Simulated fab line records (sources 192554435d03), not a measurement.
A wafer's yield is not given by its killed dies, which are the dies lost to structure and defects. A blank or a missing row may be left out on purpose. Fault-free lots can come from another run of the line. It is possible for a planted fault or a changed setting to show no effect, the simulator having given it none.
fab line records	flow n5Finfet
[record] lots = 7	wafers = 20	lastDay = 17
route steps=1938 shown BEOL_M15@1796 PASSIVATION@1936
lots with no fault: from the same line, run without faults
startH: the number of hours between the record's first day and the start of the first shown wafer of the lot	waitH: hours since the lot's step before	" identical to the entry in the row above	L1.1+2: one row covering several wafers at once	- value missing, or start not given	* or withheld: withheld	< > ~ a bound
route shown NAME@n: names a module that has steps shown in the file, with the first one's number in the route	usual: average and standard deviation across the fault-free wafers	same: alike in all rows	chamber/n: place in a boat	sites: each site's reading	_std_site: how widely they spread, as a standard deviation	_edge_site: inner sites' mean taken away from outer sites' mean	radiusMm: how far each site lies from the wafer's centre	mask NAME#n: copy n	behind: the most recent tool/chamber to have shaped the wafer	hold: the reason the lot was held/the length of the hold in hours/how it ended	device: names the non-switching transistor (n, p or np)	end of line: tests run on the same wafers once the route is complete	a step without rows: its recipe alone	killed: at the first sort, the dies lost to defects and structure; wafer yield is something else	map: the dies of a wafer, with x for killed, . for not killed, _ for no die there
set.NAME: the setting the step ran with; set.NAME@STEP: the setting that earlier step ran with	model.NAME: the simulator's own value behind a step, which no gauge read
lots seen at some steps along the route; tables by step, rows by wafer
services: when a tool's chamber went out of use (startH, in hours from the record's first day, below 0 if earlier), for how many hours, and the reason
[[steps]]
[step N5_BEOL_M15_COAT_60]
[recipe] resist = BARC	tempC = 205	timeS = 60	spinRpm = 1500	resistThkNm = 89
[step N5_BEOL_M15_COAT_22]
[recipe] spinRpm = 1704	resistThkNm = 800
[step N5_BEOL_M15_EBR_24]
[recipe] solvent = PGMEA	ebrWidthMm = 1.5
[step N5_BEOL_M15_SOFTBAKE_23]
[recipe] tempC = 130	timeS = 60
[step N5_BEOL_M15_EXPOSE_25]
[recipe] maskId = M15	na = 0.8	sourceShape = annular	sigmaInner = 0.5	sigmaOuter = 0.8	polarization = unpolarized	targetCdNm = 400	doseMj = 35.5
[step N5_BEOL_M15_PEB_26]
[recipe] pebTempC = 130	pebTimeS = 90
[step N5_BEOL_M15_DEVELOP_27]
[recipe] developTimeS = 45	rinseLiquid = diw	dry = airSpin	devTempC = 21
[step N5_BEOL_M15_HARDBAKE_32]
[recipe] tempC = 130	timeS = 120
[step N5_BEOL_M15_CD_MEAS_28]
[recipe] targetCdNm = 407.6	landingEnergyEv = 500	detector = seInlens
[usual] cdNm = 407.0/2.1
lot.wafer	tool	chamber	startH	waitH	cdNm
L113.1	cdSem-01	0	257.77	-	414.7
L113.2	"	0	"	"	410.4
L113.4	"	0	"	"	410.3
L119.1	cdSem-03	0	293.55	-	410.3
L119.4	"	0	"	"	412.4
L119.5	"	0	"	"	411.4
L121.4	cdSem-02	0	308.71	-	406.3
L121.6	"	0	"	"	404.8
L130.2	cdSem-02	0	383.77	-	404.8
L130.4	"	0	"	"	406.1
L130.6	"	0	"	"	406.2
L131.1	cdSem-02	0	384.91	-	406.3
L131.2	"	0	"	"	410.5
L131.6	"	0	"	"	409.4
L133.2	cdSem-03	0	388.72	-	406.5
L133.3	"	0	"	"	407.8
L133.6	"	0	"	"	410.6
L135.1	cdSem-01	0	401.57	-	405.6
L135.4	"	0	"	"	405.5
L135.6	"	0	"	"	406.6
[step N5_BEOL_M15_OVL_MEAS_29]
[recipe] pointsPerWafer = 44
[usual] M15_OVL = 4/5.1
lot.wafer	tool	chamber	startH	waitH	M15_OVL[nm]
L113.1	overlay-01	0	257.80	0.0	3
L113.2	"	0	"	"	-1
L113.4	"	0	"	"	-1
L119.1	overlay-01	0	293.58	0.0	11
L119.4	"	0	"	"	3
L119.5	"	0	"	"	8
L121.4	overlay-01	0	308.74	0.0	7
L121.6	"	0	"	"	5
L130.2	overlay-02	0	383.80	0.0	-4
L130.4	"	0	"	"	-4
L130.6	"	0	"	"	1
L131.1	overlay-02	0	384.94	0.0	10
L131.2	"	0	"	"	8
L131.6	"	0	"	"	11
L133.2	overlay-02	0	388.75	0.0	9
L133.3	"	0	"	"	8
L133.6	"	0	"	"	6
L135.1	overlay-01	0	401.60	0.0	9
L135.4	"	0	"	"	8
L135.6	"	0	"	"	5
[step N5_BEOL_M15_INSPECT_30]
[recipe] mode = adi	inspectInstrument = macro
[usual] rawDefectCount = 1.9/1.5
lot.wafer	tool	chamber	startH	waitH	rawDefectCount
L113.1	defectInspect-01	-	257.82	0.0	1
L113.2	"	-	"	"	0
L113.4	"	-	"	"	1
L119.1	defectInspect-02	-	293.60	0.0	3
L119.4	"	-	"	"	3
L119.5	"	-	"	"	5
L121.4	defectInspect-02	-	308.76	0.0	1
L121.6	"	-	"	"	3
L130.2	defectInspect-02	-	383.83	0.0	1
L130.4	"	-	"	"	0
L130.6	"	-	"	"	3
L131.1	defectInspect-01	-	384.96	0.0	1
L131.2	"	-	"	"	2
L131.6	"	-	"	"	1
L133.2	defectInspect-02	-	388.78	0.0	4
L133.3	"	-	"	"	2
L133.6	"	-	"	"	2
L135.1	defectInspect-01	-	401.62	0.0	0
L135.4	"	-	"	"	3
L135.6	"	-	"	"	1
[step N5_BEOL_M15_DESCUM_33]
[recipe] chemistry = O2	timeS = 7.9	sourcePowerW = 50	biasPowerW = 20	pressureMtorr = 20	rfFrequencyHz = 2.712e+07	tempC = 40	o2FlowSccm = 225
[usual] drypumpMotorCurrentA = 5.6/0.51	oesProductAu = 0.80/0.067	rfFwdPowerW = 49.48/0.22	rfVppV = 243.8/1.4	showerheadPlenumPTorr = 2.13/0.08	throttleValvePct = 20.34/0.27
lot.wafer	tool	chamber	startH	waitH	drypumpMotorCurrentA	oesProductAu	rfFwdPowerW	rfHoursCounterH	rfVppV	showerheadPlenumPTorr	throttleValvePct
L113.1	rieDiel-03	0	257.85	0.0	6.1	0.87	49.58	39	242.6	2.05	20.49
L113.2	"	3	"	"	5.2	0.97	49.52	2	243.5	2.07	20.29
L113.4	"	2	"	"	5.7	0.83	49.35	75	243.9	2.24	20.47
L119.1	rieDiel-04	0	294.96	1.4	5.3	0.86	49.49	58	246.0	2.19	19.69
L119.4	"	1	"	"	6.2	0.80	49.53	98	245.7	2.19	20.45
L119.5	"	0	"	"	5.3	0.86	49.50	-	246.6	2.20	19.68
L121.4	rieDiel-04	1	308.99	0.2	6.2	0.80	49.64	104	245.1	2.19	20.45
L121.6	"	1	"	"	6.2	0.81	49.67	-	245.0	2.19	20.45
L130.2	rieDiel-03	2	384.49	0.7	5.7	0.79	49.51	112	245.3	2.22	20.52
L130.4	"	0	"	"	6.1	0.83	49.58	65	242.1	2.04	20.53
L130.6	"	1	"	"	5.3	0.77	49.43	-	245.5	2.22	20.58
L131.1	rieDiel-03	2	385.68	0.7	5.7	0.79	49.47	113	243.5	2.22	20.53
L131.2	"	0	"	"	6.1	0.83	49.70	65	244.0	2.04	20.53
L131.6	"	1	"	"	5.3	0.77	49.52	-	244.9	2.22	20.59
L133.2	rieDiel-03	3	389.44	0.7	5.2	0.90	49.07	26	242.5	2.06	20.34
L133.3	"	0	"	"	6.1	0.84	49.55	67	241.7	2.04	20.54
L133.6	"	3	"	"	5.2	0.90	49.46	-	241.3	2.06	20.33
L135.1	rieDiel-04	2	401.66	0.0	6.7	0.71	49.71	214	241.8	1.98	20.54
L135.4	"	1	"	"	6.2	0.78	49.45	128	244.0	2.18	20.49
L135.6	"	0	"	"	5.3	0.83	49.41	-	245.1	2.18	19.73
[step N5_BEOL_M15_ETCH_61]
[recipe] chemistry = N2/H2	target = BARC	targetDepthA = 890	overetchA = 267	timeS = 67.9	ionEnergyEv = 200	pressureMtorr = 30	sourceW = 840	biasW = 150	n2FlowSccm = 200	h2FlowSccm = 200
[usual] biasW = 150.0/0.47	drypumpMotorCurrentA = 5.7/0.5	oesProductAu = 0.68/0.052	rfFwdPowerW = 834/3.3	rfVppV = 525.0/2.7	showerheadPlenumPTorr = 2.58/0.095	throttleValvePct = 17.77/0.28
lot.wafer	tool	chamber	startH	waitH	biasW	drypumpMotorCurrentA	oesProductAu	rfFwdPowerW	rfHoursCounterH	rfVppV	showerheadPlenumPTorr	throttleValvePct
L113.1	rieDiel-03	0	257.89	0.0	149.5	6.1	0.75	834	39	522.8	2.48	17.84
L113.2	"	3	"	"	150.1	5.2	0.81	831	2	521.7	2.48	17.53
L113.4	"	2	"	"	149.9	5.7	0.72	837	75	527.3	2.68	17.77
L119.1	rieDiel-04	0	295.00	0.0	150.5	5.3	0.72	836	58	527.9	2.67	17.15
L119.4	"	1	"	"	150.4	6.2	0.69	839	98	528.5	2.67	17.95
L119.5	"	0	"	"	150.3	5.3	0.72	836	-	527.2	2.67	17.14
L121.4	rieDiel-04	1	309.03	0.0	149.8	6.1	0.69	838	104	528.1	2.66	17.97
L121.6	"	1	"	"	149.5	6.2	0.69	833	-	528.3	2.66	17.96
L130.2	rieDiel-03	2	384.52	0.0	126.6	5.7	0.69	832	112	474.9	2.67	17.86
L130.4	"	0	"	"	127.8	6.1	0.71	837	65	471.5	2.47	17.86
L130.6	"	1	"	"	127.4	5.3	0.67	832	-	475.9	2.68	18.05
L131.1	rieDiel-03	2	385.72	0.0	127.3	5.7	0.68	831	113	474.2	2.67	17.84
L131.2	"	0	"	"	126.6	6.1	0.72	834	65	470.5	2.47	17.88
L131.6	"	1	"	"	128.4	5.3	0.67	831	-	474.8	2.68	18.06
L133.2	rieDiel-03	3	389.48	0.0	127.7	5.2	0.75	829	26	471.9	2.47	17.58
L133.3	"	0	"	"	126.9	6.1	0.72	836	67	470.7	2.47	17.86
L133.6	"	3	"	"	127.5	5.2	0.75	831	-	469.9	2.47	17.56
L135.1	rieDiel-04	2	401.69	0.0	149.8	6.6	0.61	834	214	520.5	2.41	17.99
L135.4	"	1	"	"	150.3	6.1	0.67	837	128	527.6	2.65	18.01
L135.6	"	0	"	"	150.2	5.3	0.69	835	-	525.7	2.66	17.16
[step N5_BEOL_M15_TRENCH_ETCH_34]
[recipe] chemistry = C4F8/O2/Ar	target = SiO2	targetDepthA = 8729.3	heInnerTorr = 15	heOuterTorr = 30	timeS = 199	ionEnergyEv = 800	pressureMtorr = 20	sourceW = 1905	biasW = 2040	Ar_flow_sccm = 400	C4F8_flow_sccm = 16	O2_flow_sccm = 12
[usual] biasW = 2040/5.8	drypumpMotorCurrentA = 5.7/0.51	oes_ar_750_au = 0.79/0.061	oesProductAu = 0.80/0.066	rfFwdPowerW = 1900/6.5	rfVppV = 2222/68	showerheadPlenumPTorr = 3.49/0.12	throttleValvePct = 30.77/0.28
lot.wafer	tool	chamber	startH	waitH	biasW	drypumpMotorCurrentA	oes_ar_750_au	oesProductAu	rfFwdPowerW	rfHoursCounterH	rfVppV	showerheadPlenumPTorr	throttleValvePct
L113.1	rieDiel-03	0	257.94	0.0	2044	6.1	0.89	0.87	1903	39	2216	3.37	31.00
L113.2	"	3	"	"	2036	5.2	0.94	0.95	1899	2	2183	3.40	30.79
L113.4	"	2	"	"	2033	5.7	0.82	0.83	1892	75	2240	3.59	30.61
L119.1	rieDiel-04	0	295.05	0.0	2041	5.3	0.83	0.85	1889	58	2157	3.62	30.17
L119.4	"	1	"	"	2035	6.1	0.79	0.80	1902	98	2241	3.61	31.00
L119.5	"	0	"	"	2041	5.3	0.83	0.85	1888	-	2158	3.62	30.17
L121.4	rieDiel-04	1	309.08	0.0	2026	6.2	0.78	0.80	1891	104	2242	3.60	31.00
L121.6	"	1	"	"	2034	6.2	0.78	0.79	1896	-	2242	3.60	31.01
L130.2	rieDiel-03	2	384.58	0.0	2037	5.7	0.79	0.79	1903	112	2240	3.57	30.64
L130.4	"	0	"	"	2041	6.1	0.85	0.84	1889	65	2214	3.35	31.03
L130.6	"	1	"	"	2034	5.3	0.76	0.76	1893	-	2328	3.59	30.93
L131.1	rieDiel-03	2	385.77	0.0	2047	5.7	0.79	0.80	1894	113	2239	3.57	30.67
L131.2	"	0	"	"	2045	6.1	0.84	0.84	1897	65	2214	3.35	31.03
L131.6	"	1	"	"	2046	5.3	0.76	0.76	1902	-	2326	3.59	30.94
L133.2	rieDiel-03	3	389.53	0.0	2043	5.2	0.87	0.89	1893	26	2185	3.38	30.82
L133.3	"	0	"	"	2030	6.1	0.85	0.84	1903	67	2214	3.35	31.04
L133.6	"	3	"	"	2046	5.2	0.87	0.89	1902	-	2181	3.38	30.83
L135.1	rieDiel-04	2	401.75	0.0	2044	6.6	0.74	0.72	1898	214	2064	3.26	30.90
L135.4	"	1	"	"	2047	6.2	0.76	0.77	1896	128	2240	3.59	31.02
L135.6	"	0	"	"	2032	5.3	0.80	0.81	1901	-	2156	3.61	30.19
[step N5_PASSIVATION_PROBE_49]
[usual] defectLimitedYield = 91.4/1.4	killed_at_M0_to_M3 = 33/10	killed_at_M4_up = 14/6.1	killedAtContacts = 14/6.1	killedAtFrontEnd = 38/9.7	killedAtOther = 3.1/2.9	killedDies = 102/17	killedOpen = 67/13	killedShort = 32/8	sort_bin_4_leakage = 0.00/0.051	sort_bin_5_function = 5.1/0.94	sort_bin_6_memory = 3.2/0.68	sort_bin_8_speed = 0.02/0.17	sortNPass = 1078/17	sortYieldPct = 91.3/1.5
[same] grossDies = 1180	killedAtBackSide = 0
lot.wafer	tool	chamber	startH	waitH	defectLimitedYield[%]	killed_at_M0_to_M3	killed_at_M4_up	killedAtContacts	killedAtFrontEnd	killedAtOther	killedDies	killedOpen	killedShort	sort_bin_4_leakage[%]	sort_bin_5_function[%]	sort_bin_6_memory[%]	sort_bin_8_speed[%]	sortNPass	sortYieldPct[%]
L130.2	prober-02	-	405.53	0.1	90.2	40	4	17	54	1	116	80	36	0	5.9	3.5	0	1064	90.2
L130.4	prober-02	-	405.63	0.2	87.4	40	22	14	72	1	149	100	43	0	8.1	3.6	0	1031	87.4
L130.6	prober-02	-	405.73	0.3	91.2	26	7	20	48	3	104	75	28	0	5.3	3.2	0	1076	91.2
L131.1	prober-02	-	408.85	0.0	93.9	19	12	26	15	0	72	49	22	0	3.6	2.1	0	1108	93.9
L131.2	prober-02	-	408.90	0.1	90.9	44	15	16	31	1	107	73	32	0	5.8	3.1	0	1073	90.9
L131.6	prober-02	-	409.10	0.3	92.6	26	16	8	34	3	87	68	16	0	4.9	2.1	0	1093	92.6
L135.1	prober-01	-	419.01	0.0	92.2	21	15	13	43	0	92	64	28	0	5.0	2.4	0	1088	92.2
L135.4	prober-01	-	419.16	0.2	91.2	41	11	9	40	3	104	65	36	0	4.6	3.5	0	1076	91.2
L135.6	prober-01	-	419.26	0.3	91.9	29	19	8	37	3	96	52	39	0	4.2	2.9	0.08	1084	91.9
// killed by level:class
L130.2 FIN_SAQP:geometricParticle:open=19 FIN_SAQP:geometricParticle:short=15 MOL_CONTACT_COAG:geometricParticle:open=15 BEOL_M0_SAQP:geometricParticle:open=13 BEOL_M0_SAQP:geometricParticle:short=11 BEOL_M2:geometricParticle:open=10 DUMMY_GATE:geometricParticle:open=6 GATE_CUT:geometricParticle:short=4
L130.4 FIN_SAQP:geometricParticle:open=19 FIN_SAQP:geometricParticle:short=14 BEOL_M4:geometricParticle:open=14 MOL_CONTACT_COAG:geometricParticle:open=12 BEOL_M0_SAQP:geometricParticle:open=12 BEOL_M0_SAQP:geometricParticle:short=11 DUMMY_GATE:geometricParticle:open=8 BEOL_M1:geometricParticle:open=7
L130.6 MOL_CONTACT_COAG:geometricParticle:open=18 FIN_SAQP:geometricParticle:open=14 STI_FIN_REVEAL:geometricParticle:open=8 FIN_SAQP:geometricParticle:short=7 BEOL_M0_SAQP:geometricParticle:open=7 DUMMY_GATE:geometricParticle:short=5 BEOL_M1:geometricParticle:open=5 DUMMY_GATE:geometricParticle:open=4
L131.1 MOL_CONTACT_COAG:geometricParticle:open=18 MOL_CONTACT_COAG:geometricParticle:short=8 BEOL_M0_SAQP:geometricParticle:open=5 STI_FIN_REVEAL:geometricParticle:open=4 BEOL_M2:geometricParticle:open=4 BEOL_M4:geometricParticle:open=4 STARTING-WAFER:geometricParticle:open=3 BEOL_M0:geometricParticle:open=2
L131.2 BEOL_M0_SAQP:geometricParticle:open=16 MOL_CONTACT_COAG:geometricParticle:open=14 BEOL_M0_SAQP:geometricParticle:short=8 STI_FIN_REVEAL:geometricParticle:open=7 BEOL_M3:geometricParticle:open=7 FIN_SAQP:geometricParticle:open=5 BEOL_M5:geometricParticle:open=5 GATE_CUT:geometricParticle:short=4
L131.6 BEOL_M5:geometricParticle:open=8 MOL_CONTACT_COAG:geometricParticle:open=7 BEOL_M0_SAQP:geometricParticle:short=7 BEOL_M0_SAQP:geometricParticle:open=7 BEOL_M3:geometricParticle:open=7 FIN_SAQP:geometricParticle:open=6 BEOL_M4:geometricParticle:open=6 STARTING-WAFER:geometricParticle:open=6
L135.1 FIN_SAQP:geometricParticle:open=12 BEOL_M4:geometricParticle:open=12 MOL_CONTACT_COAG:geometricParticle:open=9 FIN_SAQP:geometricParticle:short=7 BEOL_M1:geometricParticle:open=6 DUMMY_GATE:geometricParticle:open=5 ILD0:geometricParticle:open=5 BEOL_M0_SAQP:geometricParticle:open=5
L135.4 BEOL_M3:geometricParticle:open=15 FIN_SAQP:geometricParticle:open=8 STI_FIN_REVEAL:geometricParticle:open=7 BEOL_M1:geometricParticle:open=7 BEOL_M0_SAQP:geometricParticle:short=6 BEOL_M4:geometricParticle:open=6 FIN_SAQP:geometricParticle:short=5 MOL_CONTACT_COAG:geometricParticle:open=5
L135.6 FIN_SAQP:geometricParticle:short=13 BEOL_M1:geometricParticle:open=8 MOL_CONTACT_COAG:geometricParticle:open=6 BEOL_M1:geometricParticle:short=5 BEOL_M5:geometricParticle:open=5 STI_FIN_REVEAL:geometricParticle:open=4 DUMMY_GATE:geometricParticle:open=4 GATE_CUT:geometricParticle:short=4
[[services]]
tool	chamber	startH	hours	kind
rieDiel-03	-	280.32	19.4	repair
rieDiel-03	-	299.88	14.6	pm
rieDiel-04	-	301.97	0.1	repair
rieDiel-03	1	325.29	11.4	repair
rieDiel-03	3	338.91	35.9	repair
rieDiel-04	-	380.25	14.6	pm
[[key]]
[firstSign] step = N5_BEOL_M15_ETCH_61	reading = biasW	direction = down	sigmas = 48	usual = *	struck = *
[effect] step = N5_BEOL_M15_ETCH_61	reading = rfVppV	direction = down	sigmas = 19	usual = 525.0	struck = 472.7
metAt N5_BEOL_M15_ETCH_61
struckWafers L130.2,L130.4,L130.6,L131.1,L131.2,L131.6,L133.2,L133.3,L133.6
onsetBetween 257.89 384.52
[fault] kind = processParameterDrift	tool = rieDiel-03	chamber = -	onsetH = 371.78	steps = N5_BEOL_M15_ETCH_61	channel = biasW	offset = *	shape = step	endH = 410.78	actsIn = *	stated = *
